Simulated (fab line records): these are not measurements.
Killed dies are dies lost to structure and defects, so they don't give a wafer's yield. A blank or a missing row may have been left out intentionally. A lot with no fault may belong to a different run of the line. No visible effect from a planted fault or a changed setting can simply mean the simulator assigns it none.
Which of the tools did it?    flow nand_harc    36 wafers from 12 lots sampled at 6 of the route's 1302 steps

== WHAT THE GAUGES READ, wafer by wafer ==
NHARC_P_GATE_CD_MEAS_33.
lot   measured      on         cd_nm (nm)
L896  day 5 13:40   cd_sem-03  119.4 123.5 124.3
L897  day 6 02:15   cd_sem-03  119.0 120.7 121.4
L898  day 6 05:55   cd_sem-02  115.7 118.7 120.9
L899  day 6 19:07   cd_sem-01  116.9 120.5 120.9
L900  day 7 03:58   cd_sem-01  121.9 122.3 121.7
L902  day 8 06:39   cd_sem-02  123.5 118.9 122.9
L904  day 9 01:50   cd_sem-01  122.5 116.7 121.2
L905  day 9 07:49   cd_sem-02  118.0 121.2 119.3
L907  day 10 12:34  cd_sem-02  120.6 121.5 125.8
L908  day 10 16:26  cd_sem-02  116.7 118.6 117.1
L909  day 11 02:29  cd_sem-02  118.8 117.1 119.3
L918  day 14 20:38  cd_sem-03  120.7 119.0 119.8

NHARC_P_GATE_CD_MEAS_91 targets a cd of 2000 nm.
lot   measured      on         cd_nm (nm)
L896  day 6 04:00   cd_sem-01  1997.3 1999.1 1996.0
L897  day 6 16:23   cd_sem-01  1999.7 1999.9 1998.5
L898  day 6 20:11   cd_sem-02  1999.9 2000.0 2001.5
L899  day 7 11:45   cd_sem-02  1998.4 2000.0 1994.0
L900  day 7 18:32   cd_sem-01  1999.1 2002.5 1997.8
L902  day 8 21:00   cd_sem-02  2000.8 2001.0 2002.8
L904  day 9 16:21   cd_sem-03  1999.5 1999.6 2002.9
L905  day 9 22:32   cd_sem-03  1998.8 1997.7 1996.5
L907  day 11 02:55  cd_sem-01  1999.0 1999.5 2002.2
L908  day 11 06:34  cd_sem-01  1997.0 2000.5 1999.7
L909  day 11 16:44  cd_sem-02  - - -
L918  day 15 11:17  cd_sem-01  2002.3 2000.9 1997.2

NHARC_END_SORT_01.
lot   measured      on         killed_at_array  killed_at_other  killed_at_periphery  killed_dies  killed_open  killed_short
L909  day 30 12:36  prober-02  47 40 48         1 0 0            629 637 629          677 677 677  3 4 5        2 3 4

== WHAT TOOL EACH LOT RAN ON (gives the tool, then ch and the chambers of the sampled wafers, and finally the start) ==
lot   NHARC_P_GATE_STRIP_101              NHARC_P_GATE_EXPOSE_88             NHARC_P_CONTACT_DEP_30
L896  rie_diel-03 ch 0,2,3, day 5 23:44   krf_scanner-04 ch 0, day 6 03:50   pecvd-01 ch 0,1,2, day 6 07:07
L897  rie_diel-01 ch 0,2, day 6 12:15     krf_scanner-04 ch 0, day 6 16:14   pecvd-02 ch 0,2, day 6 19:32
L898  rie_diel-01 ch 1,2,3, day 6 15:55   krf_scanner-04 ch 0, day 6 20:02   pecvd-01 ch 0,1, day 6 23:24
L899  rie_diel-01 ch 1,2, day 7 07:13     krf_scanner-02 ch 0, day 7 11:35   pecvd-02 ch 0,1,2, day 7 14:55
L900  rie_diel-10 ch 1,2,3, day 7 14:02   krf_scanner-03 ch 0, day 7 18:23   pecvd-04 ch 0,2, day 7 22:14
L902  rie_diel-10 ch 1,2, day 8 16:39     krf_scanner-04 ch 0, day 8 20:51   pecvd-02 ch 0,2, day 9 00:14
L904  rie_diel-10 ch 0,1,3, day 9 11:55   krf_scanner-02 ch 0, day 9 16:12   pecvd-02 ch 1,2, day 9 19:37
L905  rie_diel-03 ch 0,1,3, day 9 17:52   krf_scanner-04 ch 0, day 9 22:23   pecvd-04 ch 0,1,2, day 10 01:42
L907  rie_diel-10 ch 0,3, day 10 22:36    krf_scanner-02 ch 0, day 11 02:46  pecvd-01 ch 0,2, day 11 06:09
L908  rie_diel-03 ch 0,1,2, day 11 02:25  krf_scanner-03 ch 0, day 11 06:25  pecvd-04 ch 1,2, day 11 09:44
L909  rie_diel-03 ch 0,1, day 11 12:35    krf_scanner-03 ch 0, day 11 16:35  -
L918  rie_diel-10 ch 0,1,3, day 15 06:44  krf_scanner-04 ch 0, day 15 11:07  pecvd-04 ch 0,2, day 15 17:45
- NHARC_P_GATE_STRIP_101: strips in O2, time 20 s.
- NHARC_P_GATE_EXPOSE_88: exposes mask P HVN, target cd 2000 nm.
- NHARC_P_CONTACT_DEP_30: deposits SiNx, target thk 30 nm.

== WHAT THE TOOLS THEMSELVES READ (means of the sampled wafers that have a number; where no wafer has one, the mark that the record gives instead) ==
NHARC_P_GATE_STRIP_101.
lot   tool         drypump_motor_current_A (A)  o2_flow_sccm (sccm)  oes_product_au (a.u.)  rf_vpp_V (V)  showerhead_plenum_p_Torr (Torr)  throttle_valve_pct (%)
L896  rie_diel-03  5.5                          498.9                1.017                  57.6          3.59                             17.042
L897  rie_diel-01  6.1                          500.1                0.997                  58.4          3.53                             17.034
L898  rie_diel-01  5.5                          499.9                1.005                  58.3          3.47                             17.041
L899  rie_diel-01  5.8                          499.2                1.011                  56.5          3.35                             17.030
L900  rie_diel-10  5.7                          499.4                1.000                  57.4          3.43                             17.035
L902  rie_diel-10  5.7                          498.6                0.991                  57.4          3.42                             17.042
L904  rie_diel-10  5.8                          500.5                0.990                  57.5          3.49                             17.040
L905  rie_diel-03  5.8                          502.2                1.008                  58.3          3.64                             17.029
L907  rie_diel-10  5.8                          500.2                1.000                  57.5          3.50                             17.052
L908  rie_diel-03  5.5                          500.8                1.015                  58.0          3.67                             17.032
L909  rie_diel-03  5.9                          499.7                1.006                  57.8          3.69                             17.034
L918  rie_diel-10  5.8                          499.7                0.997                  58.5          3.49                             17.032

NHARC_P_GATE_EXPOSE_88.
lot   tool            stage_vel_mm_s (mm/s)
L896  krf_scanner-04  500.02
L897  krf_scanner-04  500.02
L898  krf_scanner-04  499.94
L899  krf_scanner-02  499.79
L900  krf_scanner-03  499.75
L902  krf_scanner-04  500.02
L904  krf_scanner-02  500.40
L905  krf_scanner-04  500.07
L907  krf_scanner-02  500.13
L908  krf_scanner-03  500.46
L909  krf_scanner-03  499.62
L918  krf_scanner-04  499.73

NHARC_P_CONTACT_DEP_30.
lot   tool      heater_power_w (W)
L896  pecvd-01  861
L897  pecvd-02  727
L898  pecvd-01  817
L899  pecvd-02  676
L900  pecvd-04  799
L902  pecvd-02  630
L904  pecvd-02  571
L905  pecvd-04  762
L907  pecvd-01  780
L908  pecvd-04  684
L918  pecvd-04  780

== THE ANSWER, worked out from the rows above alone ==
Rule: the usual values come from the lots themselves. Put in order of their means at a reading, lots are off if they are a third of the lots or fewer, leave a main group of 4 or more, and stand apart from it by a gap of 3 or more times the standard deviation of the main group's means; of several such gaps the widest counts. Not used: any main group whose means are identical at the precision the tables above print for the reading. A lot without any number at a reading at which 4 lots or more have one is off too. The other lots that the step has rows for count as sound. The gauges are gone through in route order, then the tools' own readings, and for those a lot's mean is taken as printed above. The first step at which some lot is off is used, and at that step the reading that is off furthest; a lot without a number counts as furthest.
Off, at NHARC_P_GATE_CD_MEAS_91 on cd_nm: L909. Without a number there: L909. Main group: mean 1999.4 nm, sd 1.3.
A tool fits if, at a process step before that reading, it ran every lot that is off, and no sound lot after the first of them. Gauges at NHARC_P_GATE_CD_MEAS_91: tried the same way as those tools. Can't be told from this: 3 tools fit, rie_diel-03 at NHARC_P_GATE_STRIP_101, krf_scanner-03 at NHARC_P_GATE_EXPOSE_88, cd_sem-02 at NHARC_P_GATE_CD_MEAS_91.

== WHAT THE SIMULATOR HAD INSERTED ==
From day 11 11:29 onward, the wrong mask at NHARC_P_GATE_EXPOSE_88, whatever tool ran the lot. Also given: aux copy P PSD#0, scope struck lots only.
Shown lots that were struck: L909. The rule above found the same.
